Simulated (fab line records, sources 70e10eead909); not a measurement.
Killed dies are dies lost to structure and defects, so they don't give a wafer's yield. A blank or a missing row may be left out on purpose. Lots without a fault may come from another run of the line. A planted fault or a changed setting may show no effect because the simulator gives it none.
Which tool did it? | flow nand_harc | 24 lots, 72 wafers sampled, at 5 steps of a route of 1302

WHAT THE GAUGES READ, wafer by wafer
NHARC_P_M2_THK_MEAS_24: measures by xrf.
lot  | measured     | on            | thk_nm (nm)
L074 | day 6 18:28  | film_metro-01 | 143.6 145.2 146.9
L075 | day 6 20:09  | film_metro-02 | 145.0 144.1 143.7
L076 | day 7 06:02  | film_metro-01 | 145.8 143.6 147.4
L077 | day 7 22:11  | film_metro-02 | 144.5 143.3 144.4
L078 | day 7 23:06  | film_metro-01 | 147.5 147.8 145.8
L079 | day 8 09:48  | film_metro-01 | 146.1 146.5 146.5
L080 | day 9 03:07  | film_metro-02 | 145.9 144.4 149.3
L081 | day 9 09:37  | film_metro-01 | 146.0 144.6 143.8
L082 | day 9 19:45  | film_metro-02 | 143.5 144.7 142.6
L084 | day 10 12:19 | film_metro-01 | 144.2 143.2 145.5
L083 | day 10 13:19 | film_metro-01 | 145.8 144.4 143.0
L085 | day 11 05:41 | film_metro-02 | 147.0 145.4 147.6
L086 | day 11 10:39 | film_metro-01 | 146.0 143.1 145.9
L087 | day 11 17:02 | film_metro-02 | 143.4 142.3 144.8
L088 | day 12 10:40 | film_metro-01 | 145.5 148.3 147.8
L089 | day 12 16:42 | film_metro-01 | 144.1 147.1 146.4
L090 | day 13 07:42 | film_metro-02 | 143.1 144.7 146.6
L091 | day 13 21:50 | film_metro-02 | 143.1 147.3 142.3
L092 | day 14 09:47 | film_metro-01 | 144.0 144.9 147.4
L093 | day 14 15:26 | film_metro-01 | 149.7 144.7 150.0
L094 | day 14 19:19 | film_metro-01 | 141.9 142.2 146.3
L096 | day 15 08:05 | film_metro-02 | 146.5 145.6 144.8
L095 | day 15 08:55 | film_metro-02 | 144.5 146.1 146.3
L097 | day 16 01:20 | film_metro-02 | 143.4 145.3 144.5

WHICH TOOL RAN EACH LOT (tool, then ch and the chambers of the sampled wafers, then the start)
lot  | NHARC_P_M1_PVD_20                       | NHARC_P_M1_CMP_23             | NHARC_P_M2_ETCH_15                            | NHARC_P_M2_PRE_CLEAN_30
L074 | pvd_sputter-01, day 6 13:59 or earlier  | cmp-04 ch 0,1,3, day 6 13:59  | rie_diel-12 ch 0,1,3, day 6 18:28 or earlier  | pvd_sputter-03, day 6 18:28 or earlier
L075 | pvd_sputter-02, day 6 15:16 or earlier  | cmp-04 ch 0,1,2, day 6 15:16  | rie_diel-03 ch 0,1, day 6 20:09 or earlier    | pvd_sputter-02, day 6 20:09 or earlier
L076 | pvd_sputter-01, day 7 01:33 or earlier  | cmp-03 ch 0,2,3, day 7 01:33  | rie_diel-13 ch 1,3, day 7 06:02 or earlier    | pvd_sputter-01, day 7 06:02 or earlier
L077 | pvd_sputter-02, day 7 17:43 or earlier  | cmp-03 ch 0,2,3, day 7 17:43  | rie_diel-13 ch 0,2,3, day 7 22:11 or earlier  | pvd_sputter-03, day 7 22:11 or earlier
L078 | pvd_sputter-03, day 7 18:38 or earlier  | cmp-03 ch 0,1, day 7 18:38    | rie_diel-03 ch 1,2, day 7 23:06 or earlier    | pvd_sputter-01, day 7 23:06 or earlier
L079 | pvd_sputter-01, day 8 05:31 or earlier  | cmp-02 ch 0,1,2, day 8 05:31  | rie_diel-13 ch 0,2, day 8 09:48 or earlier    | pvd_sputter-01, day 8 09:48 or earlier
L080 | pvd_sputter-03, day 8 22:40 or earlier  | cmp-02 ch 0,3, day 8 22:40    | rie_diel-13 ch 0,1,2, day 9 03:07 or earlier  | pvd_sputter-02, day 9 03:07 or earlier
L081 | pvd_sputter-01, day 9 04:55 or earlier  | cmp-03 ch 0,3, day 9 04:55    | rie_diel-12 ch 1,2, day 9 09:37 or earlier    | pvd_sputter-03, day 9 09:37 or earlier
L082 | pvd_sputter-02, day 9 15:17 or earlier  | cmp-02 ch 1,3, day 9 15:17    | rie_diel-03 ch 1,2,3, day 9 19:45 or earlier  | pvd_sputter-02, day 9 19:45 or earlier
L084 | pvd_sputter-01, day 10 07:52 or earlier | cmp-04 ch 1,2,3, day 10 07:52 | rie_diel-03 ch 0,1,2, day 10 12:19 or earlier | pvd_sputter-02, day 10 12:19 or earlier
L083 | pvd_sputter-03, day 10 08:50 or earlier | cmp-03 ch 0,2,3, day 10 08:50 | rie_diel-03 ch 0,1,2, day 10 13:19 or earlier | pvd_sputter-02, day 10 13:19 or earlier
L085 | pvd_sputter-01, day 11 01:04 or earlier | cmp-02 ch 1,2,3, day 11 01:04 | rie_diel-13 ch 0,1,3, day 11 05:41 or earlier | pvd_sputter-02, day 11 05:41 or earlier
L086 | pvd_sputter-01, day 11 05:50 or earlier | cmp-02 ch 1,2, day 11 05:50   | rie_diel-03 ch 0,2,3, day 11 10:39 or earlier | pvd_sputter-02, day 11 10:39 or earlier
L087 | pvd_sputter-01, day 11 12:34 or earlier | cmp-04 ch 1,2, day 11 12:34   | rie_diel-03 ch 1,3, day 11 17:02 or earlier   | pvd_sputter-02, day 11 17:02 or earlier
L088 | pvd_sputter-03, day 12 06:08 or earlier | cmp-03 ch 0,1, day 12 06:08   | rie_diel-03 ch 2,3, day 12 10:40 or earlier   | pvd_sputter-03, day 12 10:40 or earlier
L089 | pvd_sputter-03, day 12 12:20 or earlier | cmp-04 ch 0,3, day 12 12:20   | rie_diel-12 ch 0,1,3, day 12 16:42 or earlier | pvd_sputter-02, day 12 16:42 or earlier
L090 | pvd_sputter-03, day 13 02:33 or earlier | cmp-04 ch 0,1,2, day 13 02:33 | rie_diel-12 ch 1,2, day 13 07:42 or earlier   | pvd_sputter-02, day 13 07:42 or earlier
L091 | pvd_sputter-03, day 13 17:23 or earlier | cmp-04 ch 1,2, day 13 17:23   | rie_diel-03 ch 1,2, day 13 21:50 or earlier   | pvd_sputter-03, day 13 21:50 or earlier
L092 | pvd_sputter-01, day 14 05:08 or earlier | cmp-04 ch 0,2, day 14 05:08   | rie_diel-13 ch 0,2, day 14 09:47 or earlier   | pvd_sputter-02, day 14 09:47 or earlier
L093 | pvd_sputter-01, day 14 10:56 or earlier | cmp-04 ch 0,2,3, day 14 10:56 | rie_diel-13 ch 0,2, day 14 15:26 or earlier   | pvd_sputter-02, day 14 15:26 or earlier
L094 | pvd_sputter-01, day 14 14:46 or earlier | cmp-03 ch 0,1,2, day 14 14:46 | rie_diel-13 ch 0,2,3, day 14 19:19 or earlier | pvd_sputter-02, day 14 19:19 or earlier
L096 | pvd_sputter-02, day 15 03:34 or earlier | cmp-04 ch 0,1, day 15 03:34   | rie_diel-13 ch 1,2, day 15 08:05 or earlier   | pvd_sputter-03, day 15 08:05 or earlier
L095 | pvd_sputter-03, day 15 04:27 or earlier | cmp-02 ch 0,2, day 15 04:27   | rie_diel-12 ch 1,2,3, day 15 08:55 or earlier | pvd_sputter-02, day 15 08:55 or earlier
L097 | pvd_sputter-02, day 15 20:50 or earlier | cmp-03 ch 0,1,2, day 15 20:50 | rie_diel-13 ch 0,2,3, day 16 01:20 or earlier | pvd_sputter-02, day 16 01:20 or earlier
- NHARC_P_M1_PVD_20: deposits TaN, target thk 5 nm, time 8.06 s.
- NHARC_P_M1_CMP_23: polishes, t overpolish 20 s, target thk 157.82 nm.
- NHARC_P_M2_ETCH_15: etches the open film in C4F8/Ar, target depth 182.5 nm, time 91.2 s.
- NHARC_P_M2_PRE_CLEAN_30: time 30 s.

WHAT THE TOOLS THEMSELVES READ (means of the sampled wafers that have a number; where no wafer has one, the mark that the record gives instead)
NHARC_P_M1_PVD_20.
lot  | tool           | throttle_valve_pct (%)
L074 | pvd_sputter-01 | 29.0
L075 | pvd_sputter-02 | 30.5
L076 | pvd_sputter-01 | 31.1
L077 | pvd_sputter-02 | 30.4
L078 | pvd_sputter-03 | 30.7
L079 | pvd_sputter-01 | 28.9
L080 | pvd_sputter-03 | 29.2
L081 | pvd_sputter-01 | 28.9
L082 | pvd_sputter-02 | 29.9
L084 | pvd_sputter-01 | 29.7
L083 | pvd_sputter-03 | 29.4
L085 | pvd_sputter-01 | 29.1
L086 | pvd_sputter-01 | 30.3
L087 | pvd_sputter-01 | 29.8
L088 | pvd_sputter-03 | 29.7
L089 | pvd_sputter-03 | 29.6
L090 | pvd_sputter-03 | 30.3
L091 | pvd_sputter-03 | 29.4
L092 | pvd_sputter-01 | 29.9
L093 | pvd_sputter-01 | 29.2
L094 | pvd_sputter-01 | 29.9
L096 | pvd_sputter-02 | 30.9
L095 | pvd_sputter-03 | 30.0
L097 | pvd_sputter-02 | 30.7

NHARC_P_M1_CMP_23.
lot  | tool   | motor_current_A (A) | time_to_endpoint_s (s)
L074 | cmp-04 | 11.9                | 31
L075 | cmp-04 | 12.3                | 31
L076 | cmp-03 | 12.7                | 28
L077 | cmp-03 | 13.0                | 30
L078 | cmp-03 | 13.0                | 27
L079 | cmp-02 | 12.2                | 32
L080 | cmp-02 | 13.4                | 28
L081 | cmp-03 | 12.7                | 28
L082 | cmp-02 | 12.6                | 29
L084 | cmp-04 | 12.2                | 33
L083 | cmp-03 | 12.6                | 29
L085 | cmp-02 | 12.4                | 30
L086 | cmp-02 | 12.3                | 31
L087 | cmp-04 | 12.8                | 29
L088 | cmp-03 | 12.7                | 27
L089 | cmp-04 | 11.2                | 31
L090 | cmp-04 | 12.1                | 30
L091 | cmp-04 | 12.2                | 32
L092 | cmp-04 | 11.6                | 29
L093 | cmp-04 | 11.6                | 31
L094 | cmp-03 | 13.2                | 29
L096 | cmp-04 | 11.8                | 30
L095 | cmp-02 | 13.3                | 27
L097 | cmp-03 | 13.3                | 26

NHARC_P_M2_ETCH_15.
lot  | tool        | oes_product_au (a.u.) | rf_vpp_V (V)
L074 | rie_diel-12 | 0.935                 | 441.6
L075 | rie_diel-03 | 0.916                 | 441.7
L076 | rie_diel-13 | 0.924                 | 443.4
L077 | rie_diel-13 | 0.972                 | 440.9
L078 | rie_diel-03 | 0.922                 | 440.6
L079 | rie_diel-13 | 0.968                 | 438.7
L080 | rie_diel-13 | 0.960                 | 442.9
L081 | rie_diel-12 | 0.932                 | 439.2
L082 | rie_diel-03 | 0.932                 | 439.1
L084 | rie_diel-03 | 0.924                 | 441.6
L083 | rie_diel-03 | 0.919                 | 440.5
L085 | rie_diel-13 | 0.974                 | 440.2
L086 | rie_diel-03 | 0.917                 | 438.9
L087 | rie_diel-03 | 0.910                 | 440.9
L088 | rie_diel-03 | 0.906                 | 437.4
L089 | rie_diel-12 | 0.973                 | 441.9
L090 | rie_diel-12 | 0.969                 | 439.0
L091 | rie_diel-03 | 0.975                 | 442.1
L092 | rie_diel-13 | 0.922                 | 439.4
L093 | rie_diel-13 | 0.920                 | 439.4
L094 | rie_diel-13 | 0.924                 | 440.9
L096 | rie_diel-13 | 0.947                 | 445.3
L095 | rie_diel-12 | 0.927                 | 439.4
L097 | rie_diel-13 | 0.971                 | 440.6

NHARC_P_M2_PRE_CLEAN_30.
lot  | tool           | heater_power_w (W)
L074 | pvd_sputter-03 | 431
L075 | pvd_sputter-02 | 442
L076 | pvd_sputter-01 | 440
L077 | pvd_sputter-03 | 437
L078 | pvd_sputter-01 | 455
L079 | pvd_sputter-01 | 430
L080 | pvd_sputter-02 | 443
L081 | pvd_sputter-03 | 445
L082 | pvd_sputter-02 | 446
L084 | pvd_sputter-02 | 442
L083 | pvd_sputter-02 | 445
L085 | pvd_sputter-02 | 460
L086 | pvd_sputter-02 | 418
L087 | pvd_sputter-02 | 445
L088 | pvd_sputter-03 | 463
L089 | pvd_sputter-02 | 405
L090 | pvd_sputter-02 | 449
L091 | pvd_sputter-03 | 435
L092 | pvd_sputter-02 | 395
L093 | pvd_sputter-02 | 414
L094 | pvd_sputter-02 | 458
L096 | pvd_sputter-03 | 420
L095 | pvd_sputter-02 | 487
L097 | pvd_sputter-02 | 462

THE ANSWER, worked out from the rows above alone
Rule: what is usual is taken from the lots themselves. Put in order of their means at a reading, lots are off if they are a third of the lots or fewer, leave a main group of 4 or more, and stand apart from it by a gap of 3 or more times the standard deviation of the main group's means; of several such gaps the widest counts. A main group whose means are all the same, to the digits that the tables above print for the reading, isn't used. A lot without any number at a reading at which 4 lots or more have one is off too. The other lots that the step has rows for count as sound. The gauges are gone through in route order, then the tools' own readings, and for those a lot's mean is taken as printed above. The first step at which some lot is off is used, and at that step the reading that is off furthest; a lot without a number counts as furthest.
No lot is off at any reading shown: from this, nothing can be told.

WHAT THE SIMULATOR HAD PUT IN
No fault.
